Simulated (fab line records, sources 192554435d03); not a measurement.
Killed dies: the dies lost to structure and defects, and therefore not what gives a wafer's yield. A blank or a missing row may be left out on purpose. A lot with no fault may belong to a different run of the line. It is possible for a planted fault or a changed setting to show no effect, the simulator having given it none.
Split-lot experiment :: flow n5-finfet :: 39 wafers read across 7 lots, on a route 1938 steps long

== ABOUT THE SPLIT ==
At N5_FIN_CUT_CUT_ETCH_15 (etches Si in HBr/Cl2/O2, target depth 100 nm, bt time 10 s, time 42.4 s), the setting time-s was moved away from the recipe's 42.4 s on 18 of the 39 wafers read, by -54.0% to +52.2%. For the rest of the wafers, this setting stayed at what the recipe calls for.

The split's own step is where the reading is taken.

== THE READING ==
SOC_of_FIN_CUT_COAT_18.thk-nm (the simulator's own value, which no gauge read), in nm, at N5_FIN_CUT_CUT_ETCH_15 (etches Si in HBr/Cl2/O2, target depth 100 nm, bt time 10 s, time 42.4 s). The file does not state a usual value for it. Average 171.2 nm, standard deviation 4.2 nm, over the 21 wafers here run with the recipe.

wafer: L075.1
tool, chamber at the split: rie-si-01, 3
time-s as run, s: 51.97
against the recipe: +22.6%
SOC_of_FIN_CUT_COAT_18.thk-nm, nm: 170.2
against lot-mates on the recipe: -3.9

wafer: L075.2
tool, chamber at the split: rie-si-01, 2
time-s as run, s: 51.97
against the recipe: +22.6%
SOC_of_FIN_CUT_COAT_18.thk-nm, nm: 160
against lot-mates on the recipe: -14.1

wafer: L075.3
tool, chamber at the split: rie-si-01, 0
time-s as run, s: 42.4
against the recipe: recipe
SOC_of_FIN_CUT_COAT_18.thk-nm, nm: 168.8
against lot-mates on the recipe: -

wafer: L075.4
tool, chamber at the split: rie-si-01, 1
time-s as run, s: 42.4
against the recipe: recipe
SOC_of_FIN_CUT_COAT_18.thk-nm, nm: 177
against lot-mates on the recipe: -

wafer: L075.5
tool, chamber at the split: rie-si-01, 3
time-s as run, s: 51.97
against the recipe: +22.6%
SOC_of_FIN_CUT_COAT_18.thk-nm, nm: 160.4
against lot-mates on the recipe: -13.7

wafer: L075.6
tool, chamber at the split: rie-si-01, 0
time-s as run, s: 42.4
against the recipe: recipe
SOC_of_FIN_CUT_COAT_18.thk-nm, nm: 176.4
against lot-mates on the recipe: -

wafer: L077.1
tool, chamber at the split: rie-si-06, 3
time-s as run, s: 42.4
against the recipe: recipe
SOC_of_FIN_CUT_COAT_18.thk-nm, nm: 168.8
against lot-mates on the recipe: -

wafer: L077.2
tool, chamber at the split: rie-si-06, 2
time-s as run, s: 33.34
against the recipe: -21.4%
SOC_of_FIN_CUT_COAT_18.thk-nm, nm: 176.2
against lot-mates on the recipe: +8.0

wafer: L077.3
tool, chamber at the split: rie-si-06, 0
time-s as run, s: 33.34
against the recipe: -21.4%
SOC_of_FIN_CUT_COAT_18.thk-nm, nm: 177.8
against lot-mates on the recipe: +9.6

wafer: L077.4
tool, chamber at the split: rie-si-06, 2
time-s as run, s: 42.4
against the recipe: recipe
SOC_of_FIN_CUT_COAT_18.thk-nm, nm: 167.8
against lot-mates on the recipe: -

wafer: L077.5
tool, chamber at the split: rie-si-06, 0
time-s as run, s: 33.34
against the recipe: -21.4%
SOC_of_FIN_CUT_COAT_18.thk-nm, nm: 176.8
against lot-mates on the recipe: +8.6

wafer: L077.6
tool, chamber at the split: rie-si-06, 3
time-s as run, s: 42.4
against the recipe: recipe
SOC_of_FIN_CUT_COAT_18.thk-nm, nm: 168
against lot-mates on the recipe: -

wafer: L078.1
tool, chamber at the split: rie-si-02, 1
time-s as run, s: 64.53
against the recipe: +52.2%
SOC_of_FIN_CUT_COAT_18.thk-nm, nm: 149.4
against lot-mates on the recipe: -19.1

wafer: L078.2
tool, chamber at the split: rie-si-02, 0
time-s as run, s: 42.4
against the recipe: recipe
SOC_of_FIN_CUT_COAT_18.thk-nm, nm: 168
against lot-mates on the recipe: -

wafer: L078.3
tool, chamber at the split: rie-si-02, 2
time-s as run, s: 64.53
against the recipe: +52.2%
SOC_of_FIN_CUT_COAT_18.thk-nm, nm: 148.4
against lot-mates on the recipe: -20.1

wafer: L078.4
tool, chamber at the split: rie-si-02, 3
time-s as run, s: 42.4
against the recipe: recipe
SOC_of_FIN_CUT_COAT_18.thk-nm, nm: 170
against lot-mates on the recipe: -

wafer: L078.5
tool, chamber at the split: rie-si-02, 3
time-s as run, s: 64.53
against the recipe: +52.2%
SOC_of_FIN_CUT_COAT_18.thk-nm, nm: 150.2
against lot-mates on the recipe: -18.3

wafer: L078.6
tool, chamber at the split: rie-si-02, 2
time-s as run, s: 42.4
against the recipe: recipe
SOC_of_FIN_CUT_COAT_18.thk-nm, nm: 167.6
against lot-mates on the recipe: -

wafer: L079.1
tool, chamber at the split: rie-si-01, 2
time-s as run, s: 42.4
against the recipe: recipe
SOC_of_FIN_CUT_COAT_18.thk-nm, nm: 167.8
against lot-mates on the recipe: -

wafer: L079.4
tool, chamber at the split: rie-si-01, 0
time-s as run, s: 42.4
against the recipe: recipe
SOC_of_FIN_CUT_COAT_18.thk-nm, nm: 168.4
against lot-mates on the recipe: -

wafer: L079.5
tool, chamber at the split: rie-si-01, 2
time-s as run, s: 42.4
against the recipe: recipe
SOC_of_FIN_CUT_COAT_18.thk-nm, nm: 169.6
against lot-mates on the recipe: -

wafer: L084.1
tool, chamber at the split: rie-si-06, 0
time-s as run, s: 52.93
against the recipe: +24.8%
SOC_of_FIN_CUT_COAT_18.thk-nm, nm: 160.2
against lot-mates on the recipe: -11.3

wafer: L084.2
tool, chamber at the split: rie-si-06, 2
time-s as run, s: 42.4
against the recipe: recipe
SOC_of_FIN_CUT_COAT_18.thk-nm, nm: 167.2
against lot-mates on the recipe: -

wafer: L084.3
tool, chamber at the split: rie-si-06, 3
time-s as run, s: 52.93
against the recipe: +24.8%
SOC_of_FIN_CUT_COAT_18.thk-nm, nm: 169
against lot-mates on the recipe: -2.5

wafer: L084.4
tool, chamber at the split: rie-si-06, 2
time-s as run, s: 52.93
against the recipe: +24.8%
SOC_of_FIN_CUT_COAT_18.thk-nm, nm: 168.6
against lot-mates on the recipe: -2.9

wafer: L084.5
tool, chamber at the split: rie-si-06, 0
time-s as run, s: 42.4
against the recipe: recipe
SOC_of_FIN_CUT_COAT_18.thk-nm, nm: 169
against lot-mates on the recipe: -

wafer: L084.6
tool, chamber at the split: rie-si-06, 3
time-s as run, s: 42.4
against the recipe: recipe
SOC_of_FIN_CUT_COAT_18.thk-nm, nm: 178.4
against lot-mates on the recipe: -

wafer: L086.1
tool, chamber at the split: rie-si-01, 2
time-s as run, s: 42.4
against the recipe: recipe
SOC_of_FIN_CUT_COAT_18.thk-nm, nm: 170.2
against lot-mates on the recipe: -

wafer: L086.2
tool, chamber at the split: rie-si-01, 0
time-s as run, s: 42.4
against the recipe: recipe
SOC_of_FIN_CUT_COAT_18.thk-nm, nm: 174.2
against lot-mates on the recipe: -

wafer: L086.3
tool, chamber at the split: rie-si-01, 1
time-s as run, s: 19.52
against the recipe: -54.0%
SOC_of_FIN_CUT_COAT_18.thk-nm, nm: 196.2
against lot-mates on the recipe: +24.6

wafer: L086.4
tool, chamber at the split: rie-si-01, 3
time-s as run, s: 19.52
against the recipe: -54.0%
SOC_of_FIN_CUT_COAT_18.thk-nm, nm: 190.8
against lot-mates on the recipe: +19.2

wafer: L086.5
tool, chamber at the split: rie-si-01, 3
time-s as run, s: 19.52
against the recipe: -54.0%
SOC_of_FIN_CUT_COAT_18.thk-nm, nm: 195.8
against lot-mates on the recipe: +24.2

wafer: L086.6
tool, chamber at the split: rie-si-01, 0
time-s as run, s: 42.4
against the recipe: recipe
SOC_of_FIN_CUT_COAT_18.thk-nm, nm: 170.4
against lot-mates on the recipe: -

wafer: L092.1
tool, chamber at the split: rie-si-02, 2
time-s as run, s: 63.54
against the recipe: +49.9%
SOC_of_FIN_CUT_COAT_18.thk-nm, nm: 148.6
against lot-mates on the recipe: -27.2

wafer: L092.2
tool, chamber at the split: rie-si-02, 1
time-s as run, s: 42.4
against the recipe: recipe
SOC_of_FIN_CUT_COAT_18.thk-nm, nm: 180.2
against lot-mates on the recipe: -

wafer: L092.3
tool, chamber at the split: rie-si-02, 3
time-s as run, s: 63.54
against the recipe: +49.9%
SOC_of_FIN_CUT_COAT_18.thk-nm, nm: 153.4
against lot-mates on the recipe: -22.4

wafer: L092.4
tool, chamber at the split: rie-si-02, 0
time-s as run, s: 42.4
against the recipe: recipe
SOC_of_FIN_CUT_COAT_18.thk-nm, nm: 168.6
against lot-mates on the recipe: -

wafer: L092.5
tool, chamber at the split: rie-si-02, 3
time-s as run, s: 63.54
against the recipe: +49.9%
SOC_of_FIN_CUT_COAT_18.thk-nm, nm: 164
against lot-mates on the recipe: -11.8

wafer: L092.6
tool, chamber at the split: rie-si-02, 2
time-s as run, s: 42.4
against the recipe: recipe
SOC_of_FIN_CUT_COAT_18.thk-nm, nm: 178.6
against lot-mates on the recipe: -

THE FIT
A straight line over all 39 wafers: SOC_of_FIN_CUT_COAT_18.thk-nm changes by -0.375 nm for each +1% of time-s; r = -0.92; the points scatter about the line by 4.5 nm.
The same after taking each lot's own level away (the mean of its wafers on the recipe; 39 wafers): -0.395 nm for each +1%; r = -0.94; scatter 3.8 nm.
Per that fit: largest time-s move, reading shift of 21 nm.
The span of the lots' own levels, 168.20 to 175.80 nm, comes to 1.8 times the standard deviation stated above.
Hence the lot-to-lot level has little effect on the slope; both slopes agree.
Check: for one of the wafers moved furthest among these (-54.0%), held out of the fit, the line's prediction against its lot-mates is +21.2 nm. It came out at +24.6 nm against them.

== ADDITIONAL SPLITS CARRIED BY THESE WAFERS ==
Note: prior to the reading, these wafers also went through further splits. Each is held against what the fit with the lots' levels taken away leaves over:
other split on the same wafers: N5_ZERO_LAYER_PECVD_02 time-s
wafers away from the commonest value: 12
r with SOC_of_FIN_CUT_COAT_18.thk-nm (lot level and that fit taken away): +0.05

other split on the same wafers: N5_FIN_CUT_CUT_ETCH_26 target-depth-a
wafers away from the commonest value: 12
r with SOC_of_FIN_CUT_COAT_18.thk-nm (lot level and that fit taken away): -0.78

== THE WHOLE CHAIN: every reading that the file lists as answering this split, in the file's order ==
step: N5_FIN_CUT_CUT_ETCH_15
what it does: etches Si in HBr/Cl2/O2, target depth 100 nm, bt time 10 s, time 42.4 s
reading: FIN_CUT.feature-depth-nm (the simulator's own value, which no gauge read)
change (the file's fit): +0.997 nm for each +1% of the setting
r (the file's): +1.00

step: N5_FIN_CUT_CUT_ETCH_15
what it does: etches Si in HBr/Cl2/O2, target depth 100 nm, bt time 10 s, time 42.4 s
reading: etch.depth-nm (the simulator's own value, which no gauge read)
change (the file's fit): +0.996 nm for each +1% of the setting
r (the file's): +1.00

step: N5_FIN_CUT_CUT_ETCH_15
what it does: etches Si in HBr/Cl2/O2, target depth 100 nm, bt time 10 s, time 42.4 s
reading: SOC_of_FIN_CUT_COAT_18.thk-nm (the simulator's own value, which no gauge read)
change (the file's fit): -0.393 nm for each +1% of the setting
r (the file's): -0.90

step: N5_FIN_CUT_CUT_ETCH_28
what it does: etches Si in HBr/Cl2/O2, target depth 6 nm, time 2.4 s
reading: SOC_of_FIN_CUT_COAT_18.thk-nm (the simulator's own value, which no gauge read)
change (the file's fit): -0.368 nm for each +1% of the setting, in a fit together with target-depth-a@FIN_CUT_CUT_ETCH_26
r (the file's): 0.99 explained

== THE FILE'S OWN FIT ==
SOC_of_FIN_CUT_COAT_18.thk-nm changes by -0.393 nm for each +1% of time-s, r = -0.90.
